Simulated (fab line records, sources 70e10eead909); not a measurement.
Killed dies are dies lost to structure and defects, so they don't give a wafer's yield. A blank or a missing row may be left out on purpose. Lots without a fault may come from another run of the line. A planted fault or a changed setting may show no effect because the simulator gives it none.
A struck lot beside a sound one | flow nand_harc | 15 steps out of a route of 1302
Sound: wafers L665.2, L665.3, L665.5. Struck: wafer L671.3. (L671.6 of the same lot was not struck and is left out.) The cause comes at the end.
At each step with rows: each side's tool, then ch and its chambers, then its first start. Under that, the readings that differ: sound wafers | struck wafers | difference of the means | sigmas: that difference in standard deviations of wafers without a fault.
alike: readings whose means differ by less than 2 such deviations, and words and numbers that are the same on both sides. not compared: withheld readings, readings that some wafer has no value for, bounds like >300 that may hide the same value, and numbers for which the record gives no deviation and whose values overlap.
The two part at a step that has a row with sigmas, a row that says differs or no value, or rows on one side only. Numbers that don't overlap but have no deviation are shown without sigmas and don't part them. A reading that every wafer of one side lacks parts them only if that side has two wafers or more.

NHARC_A_CONTACT_ETCH_137: etches the open film in C4F8/O2/Ar, time 311 s, target depth 1912 nm.
  sound on har_cap_etch-03 ch 0,1, day 26 16:14; struck on har_cap_etch-01 ch 0, day 30 01:19
  not compared: rf_hours_counter_h
then, 2 steps without rows for these wafers: NHARC_A_CONTACT_ETCH_138 (etches the open film in C4F8/O2/Ar, time 311 s, target depth 1914 nm); NHARC_A_CONTACT_ETCH_139 (etches the open film in C4F8/O2/Ar, time 195 s, target depth 840 nm).
NHARC_A_CONTACT_ETCH_92: etches the open film in CH3F/O2, target depth 40 nm, time 85.7 s.
  sound on rie_diel-04 ch 0,1,2, day 26 17:17; struck on rie_diel-07 ch 1, day 30 02:22
  reading               | sound             | struck | difference | sigmas
  oes_product_au (a.u.) | 0.926 0.919 0.925 | 0.992  | +0.069     | +3
  alike: drypump_motor_current_A, rf_vpp_V, showerhead_plenum_p_Torr, throttle_valve_pct
  not compared: rf_hours_counter_h
NHARC_A_CONTACT_ETCH_98: etches the open film in C4F6/O2, target depth 20 nm, time 10 s.
  sound on rie_diel-04 ch 0,1,3; struck on rie_diel-07 ch 3
  reading               | sound             | struck | difference | sigmas
  oes_product_au (a.u.) | 0.943 0.949 0.937 | 1.005  | +0.062     | +3
  alike: drypump_motor_current_A, rf_vpp_V, showerhead_plenum_p_Torr, throttle_valve_pct
  not compared: rf_hours_counter_h
NHARC_A_CONTACT_CD_MEAS_15:
  sound on cd_sem-03, day 26 17:31; struck on cd_sem-02, day 30 02:32
  alike: cd_nm
then, 3 steps without rows for these wafers: NHARC_A_CONTACT_STRIP_107 (strips in N2/H2); NHARC_A_CONTACT_STRIP_108 (strips in CF4/CHF3); NHARC_A_CONTACT_STRIP_109 (strips in O2/COS).
NHARC_A_CONTACT_ETCH_110: etches the open film in CF4/O2, target depth 60 nm, overetch 6 nm, time 33 s.
  sound on rie_diel-04 ch 1,2, day 26 17:48; struck on rie_diel-12 ch 3, day 30 02:50
  reading                     | sound       | struck | difference | sigmas
  drypump_motor_current_A (A) | 6.0 4.9 4.9 | 6.5    | +1.2       | +3
  alike: oes_product_au, rf_vpp_V, showerhead_plenum_p_Torr, throttle_valve_pct
  not compared: rf_hours_counter_h
then, 2 steps without rows for these wafers: NHARC_A_CONTACT_STRIP_26 (strips in O2); NHARC_A_CONTACT_STRIP_27 (strips in post etch residue remover, time 600 s).
NHARC_A_CONTACT_ALD_18: deposits TiN, target thk 3 nm, pulse time 1 s, ald cycles 150.
  sound on ald_metal-01 ch 1,3, day 26 18:28; struck on ald_metal-02 ch 3, day 30 03:32
  reading    | sound       | struck | difference | sigmas
  ald_cycles | 150 150 150 | 134    | -16        |
  alike: heater_power_w, precursor_pulse_height_rel, susceptor_temp_C
NHARC_A_CONTACT_CVD_19: deposits W, target thk 300 nm, time 802 s.
  sound on cvd_w-02 ch 0,1; struck on cvd_w-01 ch 1
  reading              | sound | struck | difference                   | sigmas
  susceptor_temp_C (C) | - - - | 299.94 | no value on the sound wafers |
  alike: heater_power_w, throttle_valve_pct
-- the record jumps here: 2 days lie between the struck wafers' starts before and after (it left off in module A_CONTACT and takes up again in module END, whose first step shown is number 1302 of the route) --
NHARC_END_SORT_01:
  sound on prober-02 ch 0, day 28 20:17; struck on prober-02 ch 0, day 32 04:45
  alike: killed_at_array, killed_at_other, killed_at_periphery, killed_dies, killed_open, killed_short

WHERE THEY PART
First at NHARC_A_CONTACT_ETCH_92; last, within this record, at NHARC_A_CONTACT_CVD_19. Later steps at which nothing parts them and some readings are alike: NHARC_END_SORT_01.

WHY: what the simulator had put in
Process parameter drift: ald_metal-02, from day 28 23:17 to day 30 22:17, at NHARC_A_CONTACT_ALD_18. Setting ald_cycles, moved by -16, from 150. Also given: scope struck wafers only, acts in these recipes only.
